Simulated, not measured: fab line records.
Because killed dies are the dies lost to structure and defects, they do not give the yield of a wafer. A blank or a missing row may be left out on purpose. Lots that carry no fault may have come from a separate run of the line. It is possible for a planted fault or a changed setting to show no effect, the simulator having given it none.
Which tool did it? || flow nandHarc || Sampling: 12 lots, 36 wafers, 5 of 1302 route steps

== WHAT EACH GAUGE READ, for each wafer ==
NHARC_A_BLC_CD_MEAS_10 targets a cd of 100 nm. Usual: 100.3 nm for cdNm, sd 1.
{"lot": "L587", "measured": "day 23 02:14", "on": "cdSem-01", "cdNm (nm)": "98.7 98.6 98.7", "flag": ""}
{"lot": "L588", "measured": "day 24 04:22", "on": "cdSem-01", "cdNm (nm)": "100.4 101.4 99.2", "flag": ""}
{"lot": "L589", "measured": "day 24 06:14", "on": "cdSem-02", "cdNm (nm)": "101.4 99.4 101.2", "flag": ""}
{"lot": "L590", "measured": "day 24 10:20", "on": "cdSem-02", "cdNm (nm)": "98.0 98.8 98.7", "flag": ""}
{"lot": "L593", "measured": "day 25 00:05", "on": "cdSem-01", "cdNm (nm)": "100.7 101.3 101.0", "flag": ""}
{"lot": "L598", "measured": "day 28 10:30", "on": "cdSem-03", "cdNm (nm)": "101.2 100.9 101.6", "flag": ""}
{"lot": "L602", "measured": "day 30 17:24", "on": "cdSem-03", "cdNm (nm)": "100.5 102.0 101.3", "flag": ""}
{"lot": "L603", "measured": "day 30 19:01", "on": "cdSem-02", "cdNm (nm)": "100.3 100.4 100.5", "flag": ""}
{"lot": "L604", "measured": "day 30 23:45", "on": "cdSem-01", "cdNm (nm)": "101.5 100.7 99.8", "flag": ""}
{"lot": "L605", "measured": "day 31 03:44", "on": "cdSem-02", "cdNm (nm)": "99.1 99.8 101.3", "flag": ""}
{"lot": "L606", "measured": "day 31 09:01", "on": "cdSem-02", "cdNm (nm)": "100.3 100.8 98.6", "flag": ""}
{"lot": "L607", "measured": "day 31 09:52", "on": "cdSem-03", "cdNm (nm)": "100.6 99.9 100.3", "flag": ""}

NHARC_END_SORT_01. Usual: killedAtArray 61, standard deviation 24; killedAtOther 1.2, standard deviation 1.3; killedAtPeriphery 3.7, standard deviation 2.6; killedDies 66, standard deviation 23; killedOpen 3.3, standard deviation 1.8; killedShort 2.4, standard deviation 1.6.
{"lot": "L598", "measured": "day 30 07:57", "on": "prober-01", "killedAtArray": "46 586 59", "killedAtOther": "2 1 2", "killedAtPeriphery": "7 7 2", "killedDies": "55 594 63", "killedOpen": "4 3 3", "killedShort": "1 1 4", "flag": "OFF"}

== WHAT TOOL EACH LOT RAN ON (gives the tool, then ch and the chambers of the sampled wafers, and finally the start) ==
{"lot": "L587", "NHARC_A_CONTACT_CMP_20": "cmp-03 ch 0,3, day 23 01:26", "NHARC_A_BLC_ETCH_16": "rieDiel-08 ch 0,1, day 23 02:32", "NHARC_A_BLC_ETCH_17": "rieDiel-08 ch 0,1, day 23 02:38"}
{"lot": "L588", "NHARC_A_CONTACT_CMP_20": "cmp-04 ch 0,1,3, day 24 03:30", "NHARC_A_BLC_ETCH_16": "rieDiel-09 ch 1,2,3, day 24 04:39", "NHARC_A_BLC_ETCH_17": "rieDiel-09 ch 0,1,3, day 24 04:49"}
{"lot": "L589", "NHARC_A_CONTACT_CMP_20": "cmp-04 ch 0,1,2, day 24 05:20", "NHARC_A_BLC_ETCH_16": "rieDiel-09 ch 2,3, day 24 06:31", "NHARC_A_BLC_ETCH_17": "rieDiel-09 ch 2,3, day 24 06:39"}
{"lot": "L590", "NHARC_A_CONTACT_CMP_20": "cmp-04 ch 0,1,2, day 24 09:34", "NHARC_A_BLC_ETCH_16": "rieDiel-06 ch 0,2,3, day 24 10:37", "NHARC_A_BLC_ETCH_17": "rieDiel-06 ch 0,1,3, day 24 10:42"}
{"lot": "L593", "NHARC_A_CONTACT_CMP_20": "cmp-03 ch 0,1, day 24 23:10", "NHARC_A_BLC_ETCH_16": "rieDiel-08 ch 1,2, day 25 00:22", "NHARC_A_BLC_ETCH_17": "rieDiel-08 ch 0,1,3, day 25 00:33"}
{"lot": "L598", "NHARC_A_CONTACT_CMP_20": "cmp-04 ch 1,3, day 28 09:37", "NHARC_A_BLC_ETCH_16": "rieDiel-08 ch 0,3, day 28 10:46", "NHARC_A_BLC_ETCH_17": "rieDiel-08 ch 0,1, day 28 10:52"}
{"lot": "L602", "NHARC_A_CONTACT_CMP_20": "cmp-04 ch 0,1,3, day 30 16:29", "NHARC_A_BLC_ETCH_16": "rieDiel-06 ch 1,2,3, day 30 17:41", "NHARC_A_BLC_ETCH_17": "rieDiel-06 ch 1,2,3, day 30 17:47"}
{"lot": "L603", "NHARC_A_CONTACT_CMP_20": "cmp-01 ch 0,1, day 30 18:14", "NHARC_A_BLC_ETCH_16": "rieDiel-06 ch 1,2,3, day 30 19:20", "NHARC_A_BLC_ETCH_17": "rieDiel-06 ch 1,2,3, day 30 19:35"}
{"lot": "L604", "NHARC_A_CONTACT_CMP_20": "cmp-03 ch 0,1,3, day 30 22:50", "NHARC_A_BLC_ETCH_16": "rieDiel-09 ch 0,1,2, day 31 00:02", "NHARC_A_BLC_ETCH_17": "rieDiel-09 ch 2,3, day 31 00:07"}
{"lot": "L605", "NHARC_A_CONTACT_CMP_20": "cmp-04 ch 0,1,2, day 31 02:50", "NHARC_A_BLC_ETCH_16": "rieDiel-09 ch 0,2,3, day 31 04:01", "NHARC_A_BLC_ETCH_17": "rieDiel-09 ch 0,1,3, day 31 04:06"}
{"lot": "L606", "NHARC_A_CONTACT_CMP_20": "cmp-04 ch 1,2,3, day 31 08:17", "NHARC_A_BLC_ETCH_16": "rieDiel-09 ch 1,2, day 31 09:16", "NHARC_A_BLC_ETCH_17": "rieDiel-09 ch 0,3, day 31 09:22"}
{"lot": "L607", "NHARC_A_CONTACT_CMP_20": "cmp-03 ch 0,2,3, day 31 08:58", "NHARC_A_BLC_ETCH_16": "rieDiel-09 ch 0,1,3, day 31 10:09", "NHARC_A_BLC_ETCH_17": "rieDiel-09 ch 0,1,3, day 31 10:17"}
- NHARC_A_CONTACT_CMP_20: polishes, t overpolish 30 s, target thk 300 nm.
- NHARC_A_BLC_ETCH_16: etches the open film in CF4, target depth 39 nm, time 65 s.
- NHARC_A_BLC_ETCH_17: etches the open film in N2/H2, target depth 390 nm, time 609.38 s.

== WHAT THE TOOLS THEMSELVES READ (means of the sampled wafers that have a number; where no wafer has one, the mark that the record gives instead) ==
NHARC_A_CONTACT_CMP_20. Usual: motorCurrentA 12.7 A, standard deviation 1.4; overpolishRunS 30.000 s, standard deviation 0.0088; timeToEndpointS 61 s, standard deviation 4.5.
{"lot": "L587", "tool": "cmp-03", "motorCurrentA (A)": 11.5, "overpolishRunS (s)": 30.012, "timeToEndpointS (s)": 63, "flag": ""}
{"lot": "L588", "tool": "cmp-04", "motorCurrentA (A)": 12.1, "overpolishRunS (s)": 29.996, "timeToEndpointS (s)": 62, "flag": ""}
{"lot": "L589", "tool": "cmp-04", "motorCurrentA (A)": 12.3, "overpolishRunS (s)": 29.998, "timeToEndpointS (s)": 60, "flag": ""}
{"lot": "L590", "tool": "cmp-04", "motorCurrentA (A)": 11.9, "overpolishRunS (s)": 30.003, "timeToEndpointS (s)": 62, "flag": ""}
{"lot": "L593", "tool": "cmp-03", "motorCurrentA (A)": 14.4, "overpolishRunS (s)": 30.004, "timeToEndpointS (s)": 65, "flag": ""}
{"lot": "L598", "tool": "cmp-04", "motorCurrentA (A)": 13.5, "overpolishRunS (s)": 29.994, "timeToEndpointS (s)": 64, "flag": ""}
{"lot": "L602", "tool": "cmp-04", "motorCurrentA (A)": 12.7, "overpolishRunS (s)": 30.006, "timeToEndpointS (s)": 59, "flag": ""}
{"lot": "L603", "tool": "cmp-01", "motorCurrentA (A)": 11.6, "overpolishRunS (s)": 29.994, "timeToEndpointS (s)": 57, "flag": ""}
{"lot": "L604", "tool": "cmp-03", "motorCurrentA (A)": 12.9, "overpolishRunS (s)": 29.995, "timeToEndpointS (s)": 63, "flag": ""}
{"lot": "L605", "tool": "cmp-04", "motorCurrentA (A)": 11.9, "overpolishRunS (s)": 29.994, "timeToEndpointS (s)": 60, "flag": ""}
{"lot": "L606", "tool": "cmp-04", "motorCurrentA (A)": 13.0, "overpolishRunS (s)": 29.996, "timeToEndpointS (s)": 61, "flag": ""}
{"lot": "L607", "tool": "cmp-03", "motorCurrentA (A)": 12.1, "overpolishRunS (s)": 30.004, "timeToEndpointS (s)": 62, "flag": ""}

NHARC_A_BLC_ETCH_16. Usual: drypumpMotorCurrentA 5.7 A, standard deviation 0.44; oesProductAu 0.998 a.u., standard deviation 0.011; rfVppV 151.1 V, standard deviation 1.3; runLengthS 86.3 s, standard deviation 0.39; showerheadPlenumPTorr 1.75 Torr, standard deviation 0.071; throttleValvePct 13.284 %, standard deviation 0.009.
{"lot": "L587", "tool": "rieDiel-08", "drypumpMotorCurrentA (A)": 5.2, "oesProductAu (a.u.)": 0.989, "rfVppV (V)": 151.1, "runLengthS (s)": 86.6, "showerheadPlenumPTorr (Torr)": 1.72, "throttleValvePct (%)": 13.287, "flag": ""}
{"lot": "L588", "tool": "rieDiel-09", "drypumpMotorCurrentA (A)": 5.6, "oesProductAu (a.u.)": 0.991, "rfVppV (V)": 151.1, "runLengthS (s)": 86.0, "showerheadPlenumPTorr (Torr)": 1.74, "throttleValvePct (%)": 13.287, "flag": ""}
{"lot": "L589", "tool": "rieDiel-09", "drypumpMotorCurrentA (A)": 5.9, "oesProductAu (a.u.)": 0.990, "rfVppV (V)": 151.7, "runLengthS (s)": 86.0, "showerheadPlenumPTorr (Torr)": 1.81, "throttleValvePct (%)": 13.282, "flag": ""}
{"lot": "L590", "tool": "rieDiel-06", "drypumpMotorCurrentA (A)": 5.4, "oesProductAu (a.u.)": 0.995, "rfVppV (V)": 152.0, "runLengthS (s)": 86.1, "showerheadPlenumPTorr (Torr)": 1.78, "throttleValvePct (%)": 13.289, "flag": ""}
{"lot": "L593", "tool": "rieDiel-08", "drypumpMotorCurrentA (A)": 5.9, "oesProductAu (a.u.)": 1.001, "rfVppV (V)": 151.2, "runLengthS (s)": 86.6, "showerheadPlenumPTorr (Torr)": 1.81, "throttleValvePct (%)": 13.293, "flag": ""}
{"lot": "L598", "tool": "rieDiel-08", "drypumpMotorCurrentA (A)": 5.2, "oesProductAu (a.u.)": 0.990, "rfVppV (V)": 151.1, "runLengthS (s)": 86.5, "showerheadPlenumPTorr (Torr)": 1.75, "throttleValvePct (%)": 13.283, "flag": ""}
{"lot": "L602", "tool": "rieDiel-06", "drypumpMotorCurrentA (A)": 5.5, "oesProductAu (a.u.)": 0.991, "rfVppV (V)": 151.1, "runLengthS (s)": 86.3, "showerheadPlenumPTorr (Torr)": 1.72, "throttleValvePct (%)": 13.285, "flag": ""}
{"lot": "L603", "tool": "rieDiel-06", "drypumpMotorCurrentA (A)": 5.5, "oesProductAu (a.u.)": 0.997, "rfVppV (V)": 149.9, "runLengthS (s)": 86.2, "showerheadPlenumPTorr (Torr)": 1.72, "throttleValvePct (%)": 13.274, "flag": ""}
{"lot": "L604", "tool": "rieDiel-09", "drypumpMotorCurrentA (A)": 5.7, "oesProductAu (a.u.)": 1.004, "rfVppV (V)": 149.9, "runLengthS (s)": 86.3, "showerheadPlenumPTorr (Torr)": 1.70, "throttleValvePct (%)": 13.279, "flag": ""}
{"lot": "L605", "tool": "rieDiel-09", "drypumpMotorCurrentA (A)": 6.0, "oesProductAu (a.u.)": 1.004, "rfVppV (V)": 151.8, "runLengthS (s)": 85.9, "showerheadPlenumPTorr (Torr)": 1.76, "throttleValvePct (%)": 13.277, "flag": ""}
{"lot": "L606", "tool": "rieDiel-09", "drypumpMotorCurrentA (A)": 5.4, "oesProductAu (a.u.)": 0.998, "rfVppV (V)": 149.5, "runLengthS (s)": 86.2, "showerheadPlenumPTorr (Torr)": 1.67, "throttleValvePct (%)": 13.287, "flag": ""}
{"lot": "L607", "tool": "rieDiel-09", "drypumpMotorCurrentA (A)": 5.8, "oesProductAu (a.u.)": 1.001, "rfVppV (V)": 151.0, "runLengthS (s)": 86.3, "showerheadPlenumPTorr (Torr)": 1.74, "throttleValvePct (%)": 13.276, "flag": ""}

NHARC_A_BLC_ETCH_17. Usual: drypumpMotorCurrentA 5.7 A, standard deviation 0.45; oesProductAu 0.997 a.u., standard deviation 0.014; rfVppV 429.9 V, standard deviation 2.5; runLengthS 630.7 s, standard deviation 0.39; showerheadPlenumPTorr 2.02 Torr, standard deviation 0.087; throttleValvePct 14.171 %, standard deviation 0.0095.
{"lot": "L587", "tool": "rieDiel-08", "drypumpMotorCurrentA (A)": 5.1, "oesProductAu (a.u.)": 0.994, "rfVppV (V)": 429.7, "runLengthS (s)": 630.7, "showerheadPlenumPTorr (Torr)": 2.00, "throttleValvePct (%)": 14.180, "flag": ""}
{"lot": "L588", "tool": "rieDiel-09", "drypumpMotorCurrentA (A)": 5.9, "oesProductAu (a.u.)": 1.007, "rfVppV (V)": 429.6, "runLengthS (s)": 630.7, "showerheadPlenumPTorr (Torr)": 2.01, "throttleValvePct (%)": 14.173, "flag": ""}
{"lot": "L589", "tool": "rieDiel-09", "drypumpMotorCurrentA (A)": 5.8, "oesProductAu (a.u.)": 0.990, "rfVppV (V)": 430.7, "runLengthS (s)": 630.4, "showerheadPlenumPTorr (Torr)": 2.04, "throttleValvePct (%)": 14.171, "flag": ""}
{"lot": "L590", "tool": "rieDiel-06", "drypumpMotorCurrentA (A)": 5.4, "oesProductAu (a.u.)": 0.999, "rfVppV (V)": 431.7, "runLengthS (s)": 630.6, "showerheadPlenumPTorr (Torr)": 2.08, "throttleValvePct (%)": 14.172, "flag": ""}
{"lot": "L593", "tool": "rieDiel-08", "drypumpMotorCurrentA (A)": 5.3, "oesProductAu (a.u.)": 0.992, "rfVppV (V)": 429.8, "runLengthS (s)": 630.8, "showerheadPlenumPTorr (Torr)": 1.99, "throttleValvePct (%)": 14.175, "flag": ""}
{"lot": "L598", "tool": "rieDiel-08", "drypumpMotorCurrentA (A)": 5.2, "oesProductAu (a.u.)": 0.987, "rfVppV (V)": 428.3, "runLengthS (s)": 584.2, "showerheadPlenumPTorr (Torr)": 1.97, "throttleValvePct (%)": 14.172, "flag": "OFF"}
{"lot": "L602", "tool": "rieDiel-06", "drypumpMotorCurrentA (A)": 5.5, "oesProductAu (a.u.)": 0.998, "rfVppV (V)": 428.9, "runLengthS (s)": 630.7, "showerheadPlenumPTorr (Torr)": 1.98, "throttleValvePct (%)": 14.173, "flag": ""}
{"lot": "L603", "tool": "rieDiel-06", "drypumpMotorCurrentA (A)": 5.5, "oesProductAu (a.u.)": 0.992, "rfVppV (V)": 429.7, "runLengthS (s)": 630.4, "showerheadPlenumPTorr (Torr)": 1.98, "throttleValvePct (%)": 14.179, "flag": ""}
{"lot": "L604", "tool": "rieDiel-09", "drypumpMotorCurrentA (A)": 5.9, "oesProductAu (a.u.)": 1.013, "rfVppV (V)": 431.8, "runLengthS (s)": 630.5, "showerheadPlenumPTorr (Torr)": 2.09, "throttleValvePct (%)": 14.185, "flag": ""}
{"lot": "L605", "tool": "rieDiel-09", "drypumpMotorCurrentA (A)": 5.9, "oesProductAu (a.u.)": 1.013, "rfVppV (V)": 428.9, "runLengthS (s)": 630.5, "showerheadPlenumPTorr (Torr)": 2.01, "throttleValvePct (%)": 14.166, "flag": ""}
{"lot": "L606", "tool": "rieDiel-09", "drypumpMotorCurrentA (A)": 6.1, "oesProductAu (a.u.)": 1.003, "rfVppV (V)": 431.8, "runLengthS (s)": 630.6, "showerheadPlenumPTorr (Torr)": 2.09, "throttleValvePct (%)": 14.162, "flag": ""}
{"lot": "L607", "tool": "rieDiel-09", "drypumpMotorCurrentA (A)": 5.9, "oesProductAu (a.u.)": 1.004, "rfVppV (V)": 428.9, "runLengthS (s)": 630.5, "showerheadPlenumPTorr (Torr)": 2.00, "throttleValvePct (%)": 14.163, "flag": ""}

== THE ANSWER, worked out from the rows above alone ==
Rule: take the mean of a lot's wafers that have a number; if it is more than 3 standard deviations from the usual mean, the lot is off. A lot without any number at a reading at which 4 lots or more have one is off too. Where the step has rows for the other lots, those lots are counted as sound. After the gauges, taken in route order, come the tools' own readings; for these a lot's mean is taken, as printed above. The first step at which some lot is off is used, and at that step the reading that is off furthest; a lot without a number counts as furthest.
Off: L598, at NHARC_END_SORT_01 (killedDies). Neither off nor sound, because the step has no rows for them: L587, L588, L589, L590, L593, L602, L603, L604, L605, L606, L607.
A tool fits if, at a process step before that reading, it ran every lot that is off, and no sound lot after the first of them. Not tried: the gauges at NHARC_END_SORT_01; whatever is off there is also off at NHARC_A_BLC_ETCH_17, on other tools, and gauge error can't account for it. 2 tools fit, cmp-04 at NHARC_A_CONTACT_CMP_20 and rieDiel-08 at NHARC_A_BLC_ETCH_16 and NHARC_A_BLC_ETCH_17, so this cannot tell which one it is.

== WHAT WAS PUT IN BY THE SIMULATOR ==
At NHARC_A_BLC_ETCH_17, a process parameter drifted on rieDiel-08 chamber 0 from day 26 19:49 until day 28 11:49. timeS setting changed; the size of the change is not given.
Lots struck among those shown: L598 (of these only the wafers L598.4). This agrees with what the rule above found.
